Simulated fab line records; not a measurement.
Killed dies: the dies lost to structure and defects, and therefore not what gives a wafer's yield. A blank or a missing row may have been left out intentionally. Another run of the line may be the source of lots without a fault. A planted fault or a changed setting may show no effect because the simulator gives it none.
Which tool is to blame?    flow n5 finfet    at 1 step of a route of 1938, 10 lots with 30 wafers sampled

WHAT THE GAUGES SHOWED, per wafer
N5_FIN_SAQP_THK_MEAS_07.
lot   measured     on             thk nm (nm)
L500  day 2 04:52  film metro-01  60.1 60.9 59.9
L503  day 2 22:45  film metro-01  60.5 59.6 61.4
L504  day 3 03:02  film metro-01  60.0 60.5 60.1
L506  day 3 15:28  film metro-01  58.7 59.9 59.6
L507  day 3 21:29  film metro-02  59.1 59.8 60.1
L508  day 4 03:22  film metro-01  59.7 59.8 60.4
L511  day 4 21:29  film metro-01  58.2 59.7 58.8
L514  day 5 15:34  film metro-01  59.3 60.3 60.2
L517  day 6 08:50  film metro-01  60.6 61.5 60.8
L521  day 7 09:24  film metro-02  60.0 59.7 60.8

TOOL THAT RAN EACH LOT (tool first, then ch and the chambers of the sampled wafers, then the start)
No process step before these readings appears in the record.

THE ANSWER, worked out from the rows above alone
Rule: the usual values come from the lots themselves. The widest of any qualifying gaps counts: lots, ordered by their means at a reading, are off when they make up no more than a third of the lots, leave a main group of 4 or more, and stand apart from it by 3 or more times the standard deviation of that group's means. The tables above print the reading to a certain number of digits; a main group whose means all agree to those digits is not used. A lot without any number at a reading at which 4 lots or more have one is off too. Any other lot the step has rows for is counted as sound.
No lot is off at any reading shown: from this, nothing can be told.

WHAT THE SIMULATOR HAD PUT IN
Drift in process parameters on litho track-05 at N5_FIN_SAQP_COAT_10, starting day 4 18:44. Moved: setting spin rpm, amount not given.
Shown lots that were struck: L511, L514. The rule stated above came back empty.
